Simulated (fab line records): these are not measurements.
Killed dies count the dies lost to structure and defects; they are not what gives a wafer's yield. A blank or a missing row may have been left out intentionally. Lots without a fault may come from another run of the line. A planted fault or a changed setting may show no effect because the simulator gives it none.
Comparing a struck lot with a sound one | flow n5Finfet | 16 out of 1938 route steps
Sound: these wafers, L657.1, L657.5, L657.6. Struck: wafer L668.1. (L668.3, L668.4 of the same lot were not struck and are left out.) The cause comes at the end.
Order at every step that has rows: each side's tool, ch and its chambers, its first start. Under that, the readings that differ: sound wafers | struck wafers | difference of the means | sigmas: that difference in standard deviations of wafers without a fault.
alike: a reading whose means differ by less than 2 such deviations, as well as words and numbers matching on both sides. not compared: withheld readings; readings where some wafer has no value; bounds like >300 that might hide an equal value; numbers whose values overlap and for which the record gives no deviation.
The two part at a step that has a row with sigmas, a row that says differs or no value, or rows on one side only. Numbers that have no deviation but don't overlap get no sigmas and don't part them. A reading that every wafer of one side lacks parts them only if that side has two wafers or more.

first, 8 steps without rows for these wafers: N5_DUMMY_GATE_COAT_35 (time 60 s, resist thk 10 nm); N5_DUMMY_GATE_COAT_28 (time 60 s, resist thk 10 nm); N5_DUMMY_GATE_COAT_09 (resist thk 30 nm); N5_DUMMY_GATE_EBR_11; N5_DUMMY_GATE_SOFTBAKE_10 (time 60 s); N5_DUMMY_GATE_EXPOSE_12 (exposes mask GATE, target cd 25 nm); N5_DUMMY_GATE_PEB_13 (peb time 60 s); N5_DUMMY_GATE_DEVELOP_14 (develop time 30 s).
N5_DUMMY_GATE_CD_MEAS_15: the cd target is 25.8 nm.
  sound on cdSem-03 ch 0, day 3 16:44; struck on cdSem-02 ch 0, day 6 14:07
  alike: cdNm
N5_DUMMY_GATE_OVL_MEAS_16:
  sound on overlay-01 ch 0, day 3 16:46; struck on overlay-02 ch 0, day 6 14:10
  alike: GATE_OVL
N5_DUMMY_GATE_INSPECT_17: inspects for defects (brightfield).
  struck on defectInspect-01, day 6 14:13; sound on defectInspect-02, day 3 16:50
  alike: rawDefectCount
N5_DUMMY_GATE_DESCUM_20: chemistry O2, time 6.2 s.
  sound on rieDiel-02 ch 2,3, day 3 16:52; struck on rieDiel-02 ch 1, day 6 14:57
  alike: drypumpMotorCurrentA, oesProductAu, rfVppV, showerheadPlenumPTorr, throttleValvePct
  not compared: rfHoursCounterH
N5_DUMMY_GATE_ETCH_29: etches underlayer in N2/H2, target depth 13 nm.
  sound on rieDiel-02 ch 2,3, day 3 16:56; struck on rieDiel-02 ch 1, day 6 15:01
reading                                        | sound             | struck | difference | sigmas
rfFwdPowerW (W)                                | 832 831 834       | 1035   | +203       | +60
rfVppV (V)                                     | 521.6 527.7 523.3 | 486.5  | -37.7      | -16
throttleValvePct (%)                           | 17.81 17.91 17.81 | 18.27  | +0.43      | +2
model.etch.depthNm (nm)                        | 13.25 12.77 13.24 | 15.52  | +2.43      | 
model.CAR-EUV_of_DUMMY_GATE_COAT_09.thkNm (nm) | 18.8 19.2 18.8    | 17.2   | -1.7       | 
  alike: drypumpMotorCurrentA, oesProductAu, showerheadPlenumPTorr
  not compared: rfHoursCounterH
N5_DUMMY_GATE_ETCH_36: etches SiARC in CF4, target depth 13 nm.
  sound on rieDiel-02 ch 2,3, day 3 16:58; struck on rieDiel-02 ch 1, day 6 15:03
reading                                        | sound        | struck | difference | sigmas
model.CAR-EUV_of_DUMMY_GATE_COAT_09.thkNm (nm) | 11 11.6 11.2 | 9.6    | -1.7       | 
  alike: drypumpMotorCurrentA, oesProductAu, rfFwdPowerW, rfVppV, showerheadPlenumPTorr, throttleValvePct
  not compared: rfHoursCounterH
N5_DUMMY_GATE_ETCH_37: etches SOC in N2/H2, target depth 60 nm, overetch 30 nm.
  sound on rieDiel-02 ch 2,3, day 3 17:01; struck on rieDiel-02 ch 1, day 6 15:05
reading              | sound             | struck | difference | sigmas
throttleValvePct (%) | 17.73 17.85 17.73 | 18.20  | +0.43      | +2
  alike: drypumpMotorCurrentA, oesProductAu, rfFwdPowerW, rfVppV, showerheadPlenumPTorr
  not compared: rfHoursCounterH
-- record jumps: 5 days separate the struck wafers' starts on either side; left off in module DUMMY_GATE, taken up again in module BEOL_M4, whose first shown step is the route's number 1111 --
N5_BEOL_M4_RC_MEAS_101:
  sound on prober-02 ch 0, day 8 15:33; struck on prober-01 ch 0, day 11 09:48
reading       | sound          | struck | difference | sigmas
DIBL_P (mV/V) | 40.3 37.0 37.4 | 35.2   | -3.0       | -2
  alike: DIBL_N, IOFF_N, IOFF_P, ION_N, ION_P, SS_N, SS_P, VT_N, VT_P

== WHERE THEY PART ==
Last at N5_BEOL_M4_RC_MEAS_101 as far as this record goes, first at N5_DUMMY_GATE_ETCH_29.

WHY: what had been put in by the simulator
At N5_DUMMY_GATE_ETCH_29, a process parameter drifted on rieDiel-02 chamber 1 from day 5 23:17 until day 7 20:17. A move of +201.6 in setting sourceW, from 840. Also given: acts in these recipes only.
